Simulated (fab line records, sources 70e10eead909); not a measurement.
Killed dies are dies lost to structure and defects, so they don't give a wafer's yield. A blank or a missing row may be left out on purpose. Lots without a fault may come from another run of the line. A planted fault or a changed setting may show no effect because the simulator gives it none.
fab line records | flow nand_harc
record lots=12 wafers=36 last_day=24
route steps=1159 shown P_START@1 P_ZERO_WELL@41 P_STI@87 END@1159
lots that met no fault: from a run of the same line without faults
start_h: hours from the record's first day to the start of the lot's first wafer shown | wait_h: hours since the lot's step before | " the same as in the row above | L1.1+2: a row that stands for several wafers | - no value, or no start given | * or withheld: withheld | < > ~ a bound
route shown NAME@n: a module of which the file shows steps, and the number in the route of the first | usual: mean/standard deviation of fault-free wafers | same: alike in all rows | chamber/n: place in a boat | sites: the reading at each site | _std_site: their standard deviation | _edge_site: outer sites' mean less inner sites' | radius_mm: how far each site lies from the wafer's centre | mask NAME#n: copy n | behind: the tool/chamber that last shaped the wafer | hold: why the lot was held/for how many hours/how that ended | device: the transistor (n, p or np) that didn't switch | end of line: the same wafers' tests at the end of the route | a step without rows: its recipe alone | killed: dies lost to structure and defects at the first sort, not the wafer's yield | map: a wafer's dies, x killed, . not, _ none there
set.NAME: the setting as run; set.NAME@STEP: as run at that earlier step | model.NAME: the simulator's own value behind a step, which no gauge read
steps of the route over a sample of lots; a table a step, a row a wafer
services: from which hour (start_h, from the record's first day; less than 0 if before it) a tool's chamber was out of use, for how many hours, and why
## steps
# step NHARC_P_START_INSPECT_01
# usual raw_defect_count=3.6/1.9
# columns lot.wafer tool chamber start_h wait_h raw_defect_count
L633.2 defect_inspect-01 - 18.04 - 4
L633.4 " - " " 5
L633.6 " - " " 1
L634.1 defect_inspect-02 - 24.04 - 4
L634.2 " - " " 2
L634.6 " - " " 3
L637.1 defect_inspect-02 - 42.04 - 8
L637.3 " - " " 5
L637.6 " - " " 4
L639.2 defect_inspect-02 - 54.04 - 2
L639.3 " - " " 3
L639.4 " - " " 2
L640.1 defect_inspect-01 - 60.04 - 4
L640.5 " - " " 4
L640.6 " - " " 7
L647.1 defect_inspect-01 - 102.04 - 1
L647.4 " - " " 4
L647.5 " - " " 1
L648.1 defect_inspect-02 - 108.04 - 9
L648.3 " - " " 2
L648.5 " - " " 3
L649.4 defect_inspect-02 - 114.04 - 6
L649.5 " - " " 4
L649.6 " - " " 1
L650.2 defect_inspect-01 - 120.04 - 2
L650.3 " - " " 3
L650.6 " - " " 2
L652.2 defect_inspect-01 - 132.04 - 7
L652.3 " - " " 5
L652.4 " - " " 2
L653.1 defect_inspect-02 - 138.04 - 2
L653.2 " - " " 3
L653.3 " - " " 2
L655.1 defect_inspect-01 - 150.04 - 3
L655.3 " - " " 4
L655.5 " - " " 2
# step NHARC_P_ZERO_WELL_EXPOSE_34
# recipe na=0.6 target_cd_nm=720 dose_mj=22.31 mask_id=P_PWELL
# same na=0.6
# columns lot.wafer tool chamber start_h wait_h mask
L633.2+4+6 krf_scanner-01 0 21.95 - P_PWELL#0
L634.1+2+6 krf_scanner-02 0 28.08 - P_PWELL#0
L637.1+3+6 krf_scanner-01 0 46.01 - P_PWELL#0
L639.2+3+4 krf_scanner-02 0 58.05 - P_PWELL_R1#0
L640.1+5+6 krf_scanner-02 0 63.85 - P_PWELL#0
L647.1+4+5 krf_scanner-02 0 105.93 - P_PWELL#0
L648.1+3+5 krf_scanner-02 0 112.06 - P_PWELL#0
L649.4+5+6 krf_scanner-02 0 118.06 - P_PWELL#0
L650.2+3+6 krf_scanner-01 0 123.98 - P_PWELL#0
L652.2+3+4 krf_scanner-02 0 136.43 - P_PWELL#0
L653.1+2+3 krf_scanner-02 0 142.02 - P_PWELL#0
L655.1+3+5 krf_scanner-04 0 154.11 - P_PWELL#0
# step NHARC_P_ZERO_WELL_CD_MEAS_37
# recipe target_cd_nm=720 landing_energy_ev=500
# usual cd_nm=719.5/1.3
# columns lot.wafer tool chamber start_h wait_h cd_nm
L633.2 cd_sem-03 0 22.10 - 719.3
L633.4 " 0 " " 720.2
L633.6 " 0 " " 718.3
L634.1 cd_sem-02 0 28.24 - 722.4
L634.2 " 0 " " 719.3
L634.6 " 0 " " 720.0
L637.1 cd_sem-03 0 46.17 - 718.2
L637.3 " 0 " " 720.3
L637.6 " 0 " " 719.3
L639.2 cd_sem-01 0 58.20 - 776.2
L639.3 " 0 " " 775.7
L639.4 " 0 " " 777.5
L640.1 cd_sem-03 0 64.01 - 719.8
L640.5 " 0 " " 719.1
L640.6 " 0 " " 718.9
L647.1 cd_sem-02 0 106.09 - 720.3
L647.4 " 0 " " 721.1
L647.5 " 0 " " 718.3
L648.1 cd_sem-02 0 112.22 - 720.6
L648.3 " 0 " " 719.6
L648.5 " 0 " " 719.0
L649.4 cd_sem-02 0 118.21 - 718.7
L649.5 " 0 " " 717.1
L649.6 " 0 " " 718.2
L650.2 cd_sem-03 0 124.13 - 719.8
L650.3 " 0 " " 718.7
L650.6 " 0 " " 719.6
L652.2 cd_sem-02 0 136.58 - 720.0
L652.3 " 0 " " 720.4
L652.4 " 0 " " 721.6
L653.1 cd_sem-02 0 142.17 - 721.0
L653.2 " 0 " " 720.2
L653.3 " 0 " " 717.6
L655.1 cd_sem-01 0 154.27 - 720.1
L655.3 " 0 " " 720.8
L655.5 " 0 " " 719.9
# step NHARC_P_ZERO_WELL_RTA_42
# recipe temp_c=1100 time_s=300
# usual lamp_power_pct=39.53/0.14 lamp_zone_2_pct=39.53/0.13 lamp_zone_7_pct=39.88/0.13 wafer_temp_C_max=1105.2/1.1
# columns lot.wafer tool chamber start_h wait_h lamp_power_pct lamp_zone_2_pct lamp_zone_7_pct wafer_temp_C_max
L633.2 rtp_anneal-01 0 25.05 - 39.35 39.42 39.73 1103.7
L633.4 " 0 " " 39.51 39.46 39.74 1104.7
L633.6 " 0 " " 39.47 39.42 39.78 1107.2
L634.1 rtp_anneal-02 0 31.02 - 39.70 39.72 39.95 1104.8
L634.2 " 0 " " 39.68 39.65 40.05 1105.9
L634.6 " 0 " " 39.64 39.64 40.06 1105.5
L637.1 rtp_anneal-02 0 48.95 - 39.72 39.66 40.06 1108.0
L637.3 " 0 " " 39.63 39.63 40.00 1104.1
L637.6 " 0 " " 39.65 39.64 40.05 1105.8
L639.2 rtp_anneal-02 0 61.09 - 39.61 39.71 39.99 1104.2
L639.3 " 0 " " 39.70 39.61 40.07 1104.8
L639.4 " 0 " " 39.68 39.63 40.01 1104.1
L640.1 rtp_anneal-01 0 66.75 - 39.44 39.40 39.72 1104.5
L640.5 " 0 " " 39.34 39.35 39.76 1104.2
L640.6 " 0 " " 39.38 39.44 39.74 1105.7
L647.1 rtp_anneal-02 0 108.91 - 39.76 39.60 39.92 1104.9
L647.4 " 0 " " 39.60 39.61 40.05 1105.1
L647.5 " 0 " " 39.71 39.66 40.01 1106.1
L648.1 rtp_anneal-01 0 114.99 - 39.43 39.47 39.84 1104.4
L648.3 " 0 " " 39.46 39.47 39.79 1104.8
L648.5 " 0 " " 39.41 39.47 39.85 1104.3
L649.4 rtp_anneal-02 0 121.26 - 39.61 39.75 39.99 1107.8
L649.5 " 0 " " 39.66 39.62 40.02 1106.9
L649.6 " 0 " " 39.66 39.60 39.90 1104.8
L650.2 rtp_anneal-02 0 127.02 - 39.65 39.69 40.06 1108.7
L650.3 " 0 " " 39.71 39.68 40.08 1104.4
L650.6 " 0 " " 39.66 39.69 40.00 1106.6
L652.2 rtp_anneal-01 0 139.51 - 39.37 39.46 39.83 1105.3
L652.3 " 0 " " 39.50 39.40 39.82 1105.3
L652.4 " 0 " " 39.50 39.51 39.73 1104.7
L653.1 rtp_anneal-01 0 145.00 - 39.40 39.37 39.74 1104.9
L653.2 " 0 " " 39.38 39.41 39.77 1105.6
L653.3 " 0 " " 39.48 39.40 39.71 1106.3
L655.1 rtp_anneal-02 0 156.92 - 39.67 39.69 40.00 1106.6
L655.3 " 0 " " 39.61 39.66 40.01 1105.0
L655.5 " 0 " " 39.66 39.61 39.94 1105.9
# step NHARC_P_STI_DESCUM_14
# recipe time_s=3 o2_flow_sccm=200 ar_flow_sccm=0 bias_power_w=0 chemistry=O2
# usual drypump_motor_current_A=5.8/0.45 mfc_ar_sccm=0.010/0.013 oes_product_au=0.999/0.0066 rf_vpp_V=57.9/0.86 showerhead_plenum_p_Torr=1.93/0.089 throttle_valve_pct=11.311/0.0084
# columns lot.wafer tool chamber start_h wait_h drypump_motor_current_A mfc_ar_sccm oes_product_au rf_hours_counter_h rf_vpp_V showerhead_plenum_p_Torr throttle_valve_pct
L633.2 rie_diel-09 0 41.21 - 6.2 0.008 0.994 10 57.3 1.84 11.301
L633.4 " 2 " " 4.8 0 0.992 7 56.8 1.83 11.300
L633.6 " 0 " " 6.2 0.008 0.993 - 57.5 1.84 11.308
L634.2 rie_diel-11 2 48.63 - 6.3 0.038 0.999 1 58.5 1.84 11.306
L634.1 " 1 " " 5.0 0 0.993 1 57.5 2.01 11.299
L634.6 " 3 " " 5.8 0 0.989 - 57.9 2.05 11.312
L637.1 rie_diel-09 0 67.70 - 6.2 0.008 1.004 11 57.1 1.84 11.304
L637.3 " 2 " " 4.7 0 1.003 9 56.8 1.82 11.307
L637.6 " 0 " " 6.2 0.008 0.999 - 58.1 1.84 11.305
L639.3 rie_diel-06 2 77.53 - 5.7 0 0.997 0 58.2 1.84 11.324
L639.2 " 3 " " 5.9 0 0.999 0 58.2 1.99 11.315
L639.4 " 0 " " 5.7 0 1.002 0 58.0 1.80 11.308
L640.1 rie_diel-06 2 84.93 - 5.7 0 0.991 0 57.1 1.84 11.312
L640.5 " 2 " " 5.7 0 1.006 - 56.3 1.84 11.315
L640.6 " 3 " " 6.0 0 1.002 - 57.6 1.99 11.324
L647.1 rie_diel-09 2 126.78 - 4.7 0 0.994 3 57.3 1.82 11.302
L647.5 " 2 " " 4.7 0 0.991 - 57.1 1.82 11.329
L647.4 " 1 " " 6.0 0.023 0.995 - 57.7 1.95 11.321
L648.3 rie_diel-11 2 132.13 - 6.3 0.038 0.996 3 58.3 1.84 11.298
L648.1 " 0 " " 6.0 0.013 1.000 3 56.9 1.93 11.294
L648.5 " 1 " " 5.0 0 0.986 - 58.1 2.01 11.320
L650.3 rie_diel-11 3 140.54 - 5.8 0 1.006 3 57.9 2.05 11.301
L650.2 " 0 " " 5.9 0.013 0.991 3 57.2 1.93 11.321
L650.6 " 2 " " 6.3 0.038 1.008 - 58.1 1.84 11.309
L649.4 rie_diel-06 3 140.73 - 5.9 0 0.992 2 59.5 1.99 11.321
L649.6 " 2 " " 5.7 0 0.992 - 56.6 1.84 11.315
L649.5 " 3 " " 5.9 0 0.993 - 57.2 1.99 11.303
L652.3 rie_diel-11 2 155.56 - 6.3 0.038 1.003 4 57.4 1.84 11.323
L652.4 " 3 " " 5.8 0 0.999 4 59.6 2.05 11.303
L652.2 " 1 " " 5.0 0 0.998 4 57.9 2.01 11.302
L653.2 rie_diel-11 1 161.20 - 5.0 0 0.993 4 58.2 2.01 11.301
L653.1 " 2 " " 6.3 0.038 1.003 4 56.7 1.84 11.302
L653.3 " 3 " " 5.8 0 1.008 4 58.9 2.05 11.318
L655.3 rie_diel-09 2 174.40 - 4.8 0 0.996 6 58.0 1.82 11.293
L655.1 " 3 " " 5.9 0.006 1.005 5 58.8 1.97 11.311
L655.5 " 3 " " 5.9 0.006 1.010 - 58.9 1.97 11.316
# step NHARC_END_SORT_01
# recipe temp_c=25
# usual killed_at_array=28/12 killed_at_other=0.8/1.1 killed_at_periphery=3.6/2.3 killed_dies=32/12 killed_open=3.4/1.9 killed_short=2.0/1.3
# same gross_dies=677
# columns lot.wafer tool chamber start_h wait_h killed_at_array killed_at_other killed_at_periphery killed_dies killed_open killed_short
L634.1 prober-02 0 440.92 2.5 20 0 2 22 3 0
L634.2 prober-02 0 441.72 2.8 23 0 6 29 3 1
L634.6 prober-02 0 444.92 4.0 23 0 8 31 3 2
L633.2 prober-01 0 449.53 2.8 21 1 0 22 2 0
L633.4 prober-01 0 451.15 3.4 24 1 1 26 4 2
L633.6 prober-01 0 452.77 4.0 21 0 1 22 2 3
L637.1 prober-01 0 456.56 2.5 27 0 4 31 5 2
L637.3 prober-01 0 458.15 3.1 27 0 3 30 4 4
L637.6 prober-01 0 460.53 4.0 25 0 0 25 3 1
L640.1 prober-02 0 482.68 2.5 28 0 4 32 5 2
L640.5 prober-02 0 485.85 3.7 36 1 3 40 0 5
L640.6 prober-02 0 486.64 4.0 37 0 2 39 4 3
L639.2 prober-01 0 483.43 2.8 11 0 7 18 1 1
L639.3 prober-01 0 484.23 3.1 14 2 5 21 2 1
L639.4 prober-01 0 485.03 3.4 13 0 7 20 4 2
L647.1 prober-01 0 536.23 2.5 31 0 0 31 7 4
L647.4 prober-01 0 538.64 3.4 35 0 2 37 5 1
L647.5 prober-01 0 539.45 3.7 23 0 4 27 2 3
L648.1 prober-02 0 536.29 2.5 53 2 4 59 3 2
L648.3 prober-02 0 537.88 3.1 33 3 7 43 3 3
L648.5 prober-02 0 539.47 3.7 42 1 4 47 4 3
L650.2 prober-02 0 544.87 2.8 36 1 2 39 5 2
L650.3 prober-02 0 545.68 3.1 36 1 2 39 3 2
L650.6 prober-02 0 548.09 4.0 27 1 5 33 3 1
L649.4 prober-01 0 546.44 3.4 27 3 6 36 3 2
L649.5 prober-01 0 547.23 3.7 26 3 3 32 2 2
L649.6 prober-01 0 548.02 3.9 28 3 1 32 2 4
L652.2 prober-01 0 563.44 2.8 50 0 1 51 1 2
L652.3 prober-01 0 564.24 3.1 42 0 3 45 3 0
L652.4 prober-01 0 565.04 3.4 55 0 2 57 4 1
L653.1 prober-02 0 567.58 2.5 21 0 7 28 5 3
L653.2 prober-02 0 568.38 2.8 20 1 1 22 2 1
L653.3 prober-02 0 569.17 3.1 24 1 1 26 1 1
L655.1 prober-01 0 581.91 2.5 44 0 4 48 1 2
L655.3 prober-01 0 583.50 3.1 32 0 5 37 5 0
L655.5 prober-01 0 585.09 3.7 34 1 5 40 4 3
# killed by level:class
L634.1 A_CHANNEL_HOLE_D1:chamber_film_flake=9 A_CONTACT:chamber_film_flake=5 A_SLIT:chamber_film_flake=2 A_WL_FILL:chamber_film_flake=2 P_M2:geometric_particle:open=1 A_CONTACT:geometric_particle:open=1 A_M0:geometric_particle:open=1 P_ZERO_WELL:chamber_film_flake=1
L634.2 A_CHANNEL_HOLE_D1:chamber_film_flake=11 P_STI:chamber_film_flake=5 A_CONTACT:chamber_film_flake=4 A_CONTACT:geometric_particle:open=2 A_WL_FILL:chamber_film_flake=2 P_M1:geometric_particle:short=1 A_M0:geometric_particle:open=1 A_ZERO_WELL:chamber_film_flake=1
L634.6 A_CHANNEL_HOLE_D1:chamber_film_flake=10 A_CONTACT:chamber_film_flake=4 P_STI:chamber_film_flake=3 A_WL_FILL:chamber_film_flake=3 P_M0:geometric_particle:open=2 P_ZERO_WELL:chamber_film_flake=2 A_SLIT:chamber_film_flake=2 P_M0:geometric_particle:short=1
L633.2 A_SLIT:chamber_film_flake=9 A_CHANNEL_HOLE_D1:chamber_film_flake=5 A_WL_FILL:chamber_film_flake=2 A_CONTACT:chamber_film_flake=2 A_WL_FILL:geometric_particle:open=1 STARTING-WAFER:geometric_particle:open=1 A_ZERO_WELL:chamber_film_flake=1 A_STAIRCASE:chamber_film_flake=1
L633.4 A_SLIT:chamber_film_flake=9 A_CONTACT:chamber_film_flake=4 A_M0:geometric_particle:open=3 A_WL_FILL:chamber_film_flake=3 A_ONON_D1:geometric_particle:short=2 A_CONTACT:geometric_particle:open=1 P_ZERO_WELL:chamber_film_flake=1 A_CHANNEL_HOLE_D1:chamber_film_flake=1
L633.6 A_SLIT:chamber_film_flake=7 A_CHANNEL_FILL_D1:geometric_particle:short=3 A_CONTACT:chamber_film_flake=3 A_CHANNEL_HOLE_D1:chamber_film_flake=2 A_SGD_CUT:geometric_particle:open=1 A_CONTACT:geometric_particle:open=1 P_GATE:chamber_film_flake=1 A_ZERO_WELL:chamber_film_flake=1
L637.1 A_CHANNEL_HOLE_D1:chamber_film_flake=20 A_CONTACT:geometric_particle:open=2 A_ONON_D1:geometric_particle:short=1 P_M0:geometric_particle:short=1 P_M0:geometric_particle:open=1 A_SGD_CUT:geometric_particle:open=1 A_BLC:geometric_particle:open=1 P_STI:chamber_film_flake=1
L637.3 A_CHANNEL_HOLE_D1:chamber_film_flake=17 A_CONTACT:chamber_film_flake=5 P_CONTACT:geometric_particle:short=1 P_M0:geometric_particle:short=1 P_M2:geometric_particle:open=1 A_ONON_D1:geometric_particle:short=1 A_CHANNEL_FILL_D1:geometric_particle:open=1 A_WL_FILL:geometric_particle:short=1
L637.6 A_CHANNEL_HOLE_D1:chamber_film_flake=14 A_CONTACT:chamber_film_flake=5 A_STAIRCASE:chamber_film_flake=2 A_ONON_D1:geometric_particle:open=1 A_CHANNEL_FILL_D1:geometric_particle:open=1 A_WL_FILL:geometric_particle:open=1 A_M0:geometric_particle:short=1
L640.1 A_CHANNEL_HOLE_D1:chamber_film_flake=12 A_SLIT:chamber_film_flake=8 A_WL_FILL:chamber_film_flake=2 P_GATE:geometric_particle:open=1 P_CONTACT:geometric_particle:open=1 P_M0:geometric_particle:open=1 A_ONON_D1:geometric_particle:short=1 A_WL_FILL:geometric_particle:short=1
L639.2 P_CONTACT:chamber_film_flake=3 A_CHANNEL_FILL_D1:chamber_film_flake=3 A_STAIRCASE:chamber_film_flake=3 P_STI:chamber_film_flake=2 A_M1:chamber_film_flake=2 A_WL_FILL:geometric_particle:short=1 A_M0:geometric_particle:open=1 P_GATE:chamber_film_flake=1
L639.3 A_CHANNEL_FILL_D1:chamber_film_flake=5 A_SLIT:chamber_film_flake=3 P_GATE:chamber_film_flake=2 A_CHANNEL_HOLE_D1:chamber_film_flake=2 THIN_TSV:chamber_film_flake=2 P_M1:geometric_particle:short=1 A_CONTACT:geometric_particle:open=1 A_BLC:geometric_particle:open=1
L639.4 A_CHANNEL_FILL_D1:chamber_film_flake=3 P_GATE:chamber_film_flake=2 P_CONTACT:chamber_film_flake=2 A_M1:chamber_film_flake=2 P_M0:geometric_particle:open=1 A_CHANNEL_HOLE_D1:geometric_particle:open=1 A_SGD_CUT:geometric_particle:short=1 A_CONTACT:geometric_particle:open=1
L640.5 A_CHANNEL_HOLE_D1:chamber_film_flake=12 A_SLIT:chamber_film_flake=12 A_CONTACT:chamber_film_flake=7 A_WL_FILL:chamber_film_flake=2 P_M0:geometric_particle:short=1 P_M2:geometric_particle:short=1 A_SOURCE_PLATE:geometric_particle:short=1 A_CHANNEL_FILL_D1:geometric_particle:short=1
L640.6 A_CHANNEL_HOLE_D1:chamber_film_flake=21 A_SLIT:chamber_film_flake=7 A_WL_FILL:chamber_film_flake=3 P_CONTACT:geometric_particle:open=1 P_M1:geometric_particle:open=1 A_SOURCE_PLATE:geometric_particle:short=1 A_CHANNEL_HOLE_D1:geometric_particle:short=1 A_SGD_CUT:geometric_particle:short=1
L647.1 A_CHANNEL_HOLE_D1:chamber_film_flake=13 A_ONON_D1:geometric_particle:open=3 A_CONTACT:chamber_film_flake=3 A_ONON_D1:geometric_particle:short=2 A_WL_FILL:geometric_particle:short=2 A_STAIRCASE:chamber_film_flake=2 A_WL_FILL:chamber_film_flake=2 A_SOURCE_PLATE:geometric_particle:open=1
L648.1 A_SLIT:chamber_film_flake=21 A_STAIRCASE:chamber_film_flake=12 A_CHANNEL_HOLE_D1:chamber_film_flake=9 A_CONTACT:chamber_film_flake=7 P_ZERO_WELL:chamber_film_flake=3 A_CONTACT:geometric_particle:open=2 P_M0:geometric_particle:open=1 A_ONON_D1:geometric_particle:short=1
L648.3 A_SLIT:chamber_film_flake=13 A_STAIRCASE:chamber_film_flake=8 A_CHANNEL_HOLE_D1:chamber_film_flake=5 P_ZERO_WELL:chamber_film_flake=4 A_CONTACT:chamber_film_flake=3 THIN_TSV:chamber_film_flake=3 P_CONTACT:geometric_particle:short=1 P_CONTACT:geometric_particle:open=1
L647.4 A_CHANNEL_HOLE_D1:chamber_film_flake=22 A_STAIRCASE:chamber_film_flake=4 A_CONTACT:chamber_film_flake=3 P_STI:geometric_particle:open=1 A_ONON_D1:geometric_particle:open=1 A_CHANNEL_FILL_D1:geometric_particle:open=1 A_SGD_CUT:geometric_particle:short=1 A_CONTACT:geometric_particle:open=1
L647.5 A_CHANNEL_HOLE_D1:chamber_film_flake=15 A_STAIRCASE:chamber_film_flake=3 P_STI:chamber_film_flake=2 P_CONTACT:geometric_particle:short=1 A_ONON_D1:geometric_particle:short=1 A_ONON_D1:geometric_particle:open=1 A_SGD_CUT:geometric_particle:short=1 A_BLC:geometric_particle:open=1
L648.5 A_SLIT:chamber_film_flake=18 A_STAIRCASE:chamber_film_flake=8 A_CHANNEL_HOLE_D1:chamber_film_flake=7 P_ZERO_WELL:chamber_film_flake=3 A_WL_FILL:geometric_particle:short=2 A_WL_FILL:chamber_film_flake=2 P_CONTACT:geometric_particle:short=1 A_ONON_D1:geometric_particle:open=1
L650.2 A_SLIT:chamber_film_flake=17 A_CHANNEL_HOLE_D1:chamber_film_flake=9 A_STAIRCASE:chamber_film_flake=2 A_CONTACT:chamber_film_flake=2 P_GATE:geometric_particle:short=1 A_CHANNEL_FILL_D1:geometric_particle:short=1 A_CHANNEL_FILL_D1:geometric_particle:open=1 A_STAIRCASE:geometric_particle:open=1
L650.3 A_SLIT:chamber_film_flake=15 A_CHANNEL_HOLE_D1:chamber_film_flake=12 A_CONTACT:chamber_film_flake=2 A_BLC:chamber_film_flake=2 P_GATE:geometric_particle:short=1 A_ONON_D1:geometric_particle:open=1 A_SLIT:geometric_particle:open=1 A_WL_FILL:geometric_particle:short=1
L649.4 A_CHANNEL_HOLE_D1:chamber_film_flake=15 A_CONTACT:chamber_film_flake=7 P_ZERO_WELL:chamber_film_flake=4 A_SGD_CUT:geometric_particle:open=2 THIN_TSV:chamber_film_flake=2 P_M0:geometric_particle:short=1 A_BLC:geometric_particle:short=1 A_M0:geometric_particle:open=1
L649.5 A_CHANNEL_HOLE_D1:chamber_film_flake=15 A_CONTACT:chamber_film_flake=6 P_GATE:chamber_film_flake=2 HYBRID_BOND:chamber_film_flake=2 A_ONON_D1:geometric_particle:short=1 A_ONON_D1:geometric_particle:open=1 A_CHANNEL_FILL_D1:geometric_particle:open=1 A_CONTACT:geometric_particle:short=1
L649.6 A_CHANNEL_HOLE_D1:chamber_film_flake=20 A_WL_FILL:geometric_particle:short=3 HYBRID_BOND:chamber_film_flake=2 P_M0:geometric_particle:open=1 A_ONON_D1:geometric_particle:open=1 A_CONTACT:geometric_particle:short=1 A_STAIRCASE:chamber_film_flake=1 A_WL_FILL:chamber_film_flake=1
L650.6 A_SLIT:chamber_film_flake=16 A_CHANNEL_HOLE_D1:chamber_film_flake=9 P_GATE:chamber_film_flake=3 P_GATE:geometric_particle:open=1 P_CONTACT:geometric_particle:open=1 A_CHANNEL_HOLE_D1:geometric_particle:short=1 A_CONTACT:geometric_particle:open=1 THIN_TSV:chamber_film_flake=1
L652.2 A_CHANNEL_HOLE_D1:chamber_film_flake=22 A_SLIT:chamber_film_flake=16 A_STAIRCASE:chamber_film_flake=4 A_CONTACT:chamber_film_flake=3 A_BLC:chamber_film_flake=2 A_SGD_CUT:geometric_particle:short=1 A_CONTACT:geometric_particle:open=1 A_CONTACT:geometric_particle:short=1
L652.3 A_SLIT:chamber_film_flake=19 A_CHANNEL_HOLE_D1:chamber_film_flake=15 A_STAIRCASE:chamber_film_flake=4 A_ONON_D1:geometric_particle:open=1 A_CHANNEL_FILL_D1:geometric_particle:open=1 A_CONTACT:geometric_particle:open=1 P_ZERO_WELL:chamber_film_flake=1 P_STI:chamber_film_flake=1
L652.4 A_CHANNEL_HOLE_D1:chamber_film_flake=24 A_SLIT:chamber_film_flake=21 A_STAIRCASE:chamber_film_flake=3 A_SOURCE_PLATE:geometric_particle:open=2 A_CONTACT:chamber_film_flake=2 A_CHANNEL_FILL_D1:geometric_particle:short=1 A_CHANNEL_FILL_D1:geometric_particle:open=1 A_M0:geometric_particle:open=1
L653.1 A_M0:chamber_film_flake=5 A_CHANNEL_HOLE_D1:chamber_film_flake=4 A_CONTACT:chamber_film_flake=4 P_GATE:chamber_film_flake=2 A_ZERO_WELL:chamber_film_flake=2 P_STI:geometric_particle:open=1 P_GATE:geometric_particle:short=1 P_CONTACT:geometric_particle:open=1
L653.2 A_CONTACT:chamber_film_flake=7 A_CHANNEL_HOLE_D1:chamber_film_flake=6 A_M0:chamber_film_flake=4 A_CHANNEL_FILL_D1:geometric_particle:short=1 A_CONTACT:geometric_particle:open=1 A_M0:geometric_particle:open=1 THIN_TSV:chamber_film_flake=1 P_GATE:chamber_film_flake=1
L653.3 A_CONTACT:chamber_film_flake=9 A_CHANNEL_HOLE_D1:chamber_film_flake=8 A_M0:chamber_film_flake=4 A_CHANNEL_FILL_D1:geometric_particle:short=1 A_WL_FILL:geometric_particle:open=1 P_GATE:chamber_film_flake=1 A_STAIRCASE:chamber_film_flake=1 THIN_TSV:chamber_film_flake=1
L655.1 A_SLIT:chamber_film_flake=21 A_CHANNEL_HOLE_D1:chamber_film_flake=10 A_CHANNEL_FILL_D1:chamber_film_flake=4 A_CONTACT:chamber_film_flake=4 A_STAIRCASE:chamber_film_flake=2 A_WL_FILL:chamber_film_flake=2 P_M0:geometric_particle:open=1 P_M1:geometric_particle:short=1
L655.3 A_SLIT:chamber_film_flake=13 A_CHANNEL_HOLE_D1:chamber_film_flake=6 A_STAIRCASE:chamber_film_flake=5 A_CONTACT:chamber_film_flake=4 P_CONTACT:geometric_particle:open=2 A_CONTACT:geometric_particle:open=2 P_M2:geometric_particle:open=1 P_ZERO_WELL:chamber_film_flake=1
L655.5 A_SLIT:chamber_film_flake=17 A_CHANNEL_HOLE_D1:chamber_film_flake=7 A_CONTACT:chamber_film_flake=3 P_CONTACT:geometric_particle:open=2 A_STAIRCASE:chamber_film_flake=2 P_M2:geometric_particle:open=1 A_SOURCE_PLATE:geometric_particle:short=1 A_WL_FILL:geometric_particle:short=1
## services
# columns tool chamber start_h hours kind
rie_diel-09 2 1.53 17.7 repair
krf_scanner-04 - 5.32 1.1 repair
rie_diel-11 - 12.50 9.0 pm
krf_scanner-04 - 37.90 1.5 repair
krf_scanner-02 - 38.00 4.0 pm
krf_scanner-04 - 55.51 0.4 repair
krf_scanner-02 - 60.02 2.6 repair
rie_diel-06 - 64.20 9.0 pm
krf_scanner-02 - 71.01 0.3 repair
rie_diel-09 - 77.10 9.0 pm
krf_scanner-01 - 77.76 0.3 repair
krf_scanner-01 - 84.00 4.0 pm
krf_scanner-02 - 95.81 1.6 repair
rie_diel-06 3 111.42 8.4 repair
rie_diel-06 2 113.18 4.5 repair
rie_diel-06 1 115.19 13.4 repair
krf_scanner-01 - 116.77 0.3 repair
krf_scanner-01 - 118.14 0.6 repair
rie_diel-09 3 122.97 5.7 repair
rie_diel-06 2 127.75 8.4 repair
krf_scanner-02 - 146.76 0.7 repair
rie_diel-11 - 164.47 1.6 repair
rie_diel-11 0 169.64 10.9 repair
krf_scanner-02 - 172.61 0.6 repair
## key
first_sign step=NHARC_P_ZERO_WELL_EXPOSE_34 reading=mask direction=changed
effect step=NHARC_P_ZERO_WELL_CD_MEAS_37 reading=cd_nm direction=up sigmas=45 usual=719.5 struck=776.4
met_at NHARC_P_ZERO_WELL_EXPOSE_34
struck_lots L639
tester_left_out L639
not_acting_at NHARC_P_START_INSPECT_01,NHARC_P_ZERO_WELL_RTA_42,NHARC_P_STI_DESCUM_14
onset_between 28.08 58.05
fault kind=wrong_mask tool=any chamber=- onset_h=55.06 steps=NHARC_P_ZERO_WELL_EXPOSE_34 aux_copy=P_PWELL_R1#0 cd_offset_nm=57 scope=struck_lots_only
# tester_left_out: of these lots the tester's yield and bins aren't shown, on N5 and GAA mostly nor the transistor test; their killed dies are dies lost to structure and defects alone, not to doping, threshold or leakage, so they don't give the yield
